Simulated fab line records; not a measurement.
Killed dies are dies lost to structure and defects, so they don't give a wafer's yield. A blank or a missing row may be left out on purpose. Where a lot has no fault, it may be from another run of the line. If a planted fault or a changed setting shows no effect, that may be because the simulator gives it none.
Split-lot trial + flow n5Finfet + 39 wafers read across 7 lots, on a route 1938 steps long

THE SPLIT
At N5_MOL_CONTACT_COAG_ALD_131 (deposits SiO2, target thk 5 nm, pulse time 1 s, co reactant pulse time 1 s), the setting aldCycles was moved away from the recipe's 35 on 18 of the 39 wafers read, by -14.3% to +14.3%. This setting was run at the recipe's value on the other wafers.

The reading is taken at the split's own step.

THE READING
SiO2_of_MOL_CONTACT_COAG_ALD_131.thkNm (the simulator's own value, which no gauge read), in nm, at N5_MOL_CONTACT_COAG_ALD_131 (deposits SiO2, target thk 5 nm, pulse time 1 s, co reactant pulse time 1 s). There is no usual value for it anywhere in the file.

| wafer  | tool, chamber at the split | aldCycles as run | against the recipe | SiO2_of_MOL_CONTACT_COAG_ALD_131.thkNm, nm | against lot-mates on the recipe |
|--------|----------------------------|------------------|--------------------|--------------------------------------------|---------------------------------|
| L076.1 | aldSin-04, 3,1,2           | 35               | recipe             | 5                                          | -                               |
| L076.4 | aldSin-04, 3,1,2           | 35               | recipe             | 5                                          | -                               |
| L076.6 | aldSin-04, 3,1,2           | 35               | recipe             | 5                                          | -                               |
| L076.2 | aldSin-04, 2,0             | 40               | +14.3%             | 5.6                                        | +0.6                            |
| L076.3 | aldSin-04, 2,0             | 40               | +14.3%             | 5.6                                        | +0.6                            |
| L076.5 | aldSin-04, 3               | 40               | +14.3%             | 5.8                                        | +0.8                            |
| L079.1 | aldSin-02, 3,2,2           | 30               | -14.3%             | 4.2                                        | -0.8                            |
| L079.4 | aldSin-02, 3,2,2           | 30               | -14.3%             | 4.2                                        | -0.8                            |
| L079.6 | aldSin-02, 3,2,2           | 30               | -14.3%             | 4.2                                        | -0.8                            |
| L079.2 | aldSin-02, 1,0,3           | 35               | recipe             | 5                                          | -                               |
| L079.3 | aldSin-02, 1,0,3           | 35               | recipe             | 5                                          | -                               |
| L079.5 | aldSin-02, 1,0,3           | 35               | recipe             | 5                                          | -                               |
| L085.1 | aldSin-02, 1,1,3           | 35               | recipe             | 5                                          | -                               |
| L085.5 | aldSin-02, 1,1,3           | 35               | recipe             | 5                                          | -                               |
| L085.6 | aldSin-02, 1,1,3           | 35               | recipe             | 5                                          | -                               |
| L093.1 | aldSin-02, 3,1,0           | 35               | recipe             | 5                                          | -                               |
| L093.3 | aldSin-02, 3,1,0           | 35               | recipe             | 5                                          | -                               |
| L093.4 | aldSin-02, 3,1,0           | 35               | recipe             | 5                                          | -                               |
| L093.2 | aldSin-02, 2,3,2           | 33               | -5.7%              | 4.8                                        | -0.2                            |
| L093.5 | aldSin-02, 2,3,2           | 33               | -5.7%              | 4.8                                        | -0.2                            |
| L093.6 | aldSin-02, 2,3,2           | 33               | -5.7%              | 4.8                                        | -0.2                            |
| L094.1 | aldSin-02, 3,1,2           | 35               | recipe             | 5                                          | -                               |
| L094.2 | aldSin-02, 3,1,2           | 35               | recipe             | 5                                          | -                               |
| L094.4 | aldSin-02, 3,1,2           | 35               | recipe             | 5                                          | -                               |
| L094.3 | aldSin-02, 0,1,2           | 31               | -11.4%             | 4.4                                        | -0.6                            |
| L094.5 | aldSin-02, 0,1,2           | 31               | -11.4%             | 4.4                                        | -0.6                            |
| L094.6 | aldSin-02, 0,1,2           | 31               | -11.4%             | 4.4                                        | -0.6                            |
| L095.1 | aldSin-02, 3,0,1           | 35               | recipe             | 5                                          | -                               |
| L095.3 | aldSin-02, 3,0,1           | 35               | recipe             | 5                                          | -                               |
| L095.4 | aldSin-02, 3,0,1           | 35               | recipe             | 5                                          | -                               |
| L095.2 | aldSin-02, 2,0,1           | 39               | +11.4%             | 5.6                                        | +0.6                            |
| L095.5 | aldSin-02, 2,0,1           | 39               | +11.4%             | 5.6                                        | +0.6                            |
| L095.6 | aldSin-02, 2,0,1           | 39               | +11.4%             | 5.6                                        | +0.6                            |
| L096.1 | aldSin-04, 1,3,0           | 32               | -8.6%              | 4.6                                        | -0.4                            |
| L096.3 | aldSin-04, 1,3,0           | 32               | -8.6%              | 4.6                                        | -0.4                            |
| L096.6 | aldSin-04, 1,3,0           | 32               | -8.6%              | 4.6                                        | -0.4                            |
| L096.2 | aldSin-04, 2,0,1           | 35               | recipe             | 5                                          | -                               |
| L096.4 | aldSin-04, 2,0,1           | 35               | recipe             | 5                                          | -                               |
| L096.5 | aldSin-04, 2,0,1           | 35               | recipe             | 5                                          | -                               |
Where a row lists several chambers, the file gives one row for several wafers and doesn't say which wafer went through which chamber.

FIT RESULTS
A straight line over all 39 wafers: SiO2_of_MOL_CONTACT_COAG_ALD_131.thkNm changes by +0.0506 nm for each +1% of aldCycles; r = +0.99; the points scatter about the line by 0.048 nm.
The same after taking each lot's own level away (the mean of its wafers on the recipe; 39 wafers): +0.0506 nm for each +1%; r = +0.99; scatter 0.048 nm.
According to that fit, moving aldCycles by its largest amount changes the reading by 0.72 nm.
The lots' own levels span 5.00 to 5.00 nm.
The two slopes are in agreement: the lot-to-lot level therefore moves the slope only a little.
Check: for one of the wafers moved furthest among these (-14.3%), held out of the fit, the line's prediction against its lot-mates is -0.715 nm. It came out at -0.8 nm against them.

THESE WAFERS: OTHER SPLITS
Note: prior to the reading, these wafers also went through further splits. Each is held against what the fit with the lots' levels taken away leaves over:
| other split on the same wafers     | wafers away from the commonest value | r with SiO2_of_MOL_CONTACT_COAG_ALD_131.thkNm (lot level and that fit taken away) |
|------------------------------------|--------------------------------------|-----------------------------------------------------------------------------------|
| N5_DUMMY_GATE_EXPOSE_12 doseMj     | 12                                   | -0.01                                                                             |
| N5_DUMMY_GATE_ETCH_31 targetDepthA | 15                                   | -0.19                                                                             |

THE FILE'S OWN FIT
SiO2_of_MOL_CONTACT_COAG_ALD_131.thkNm changes by +0.0506 nm for each +1% of aldCycles, r = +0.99.
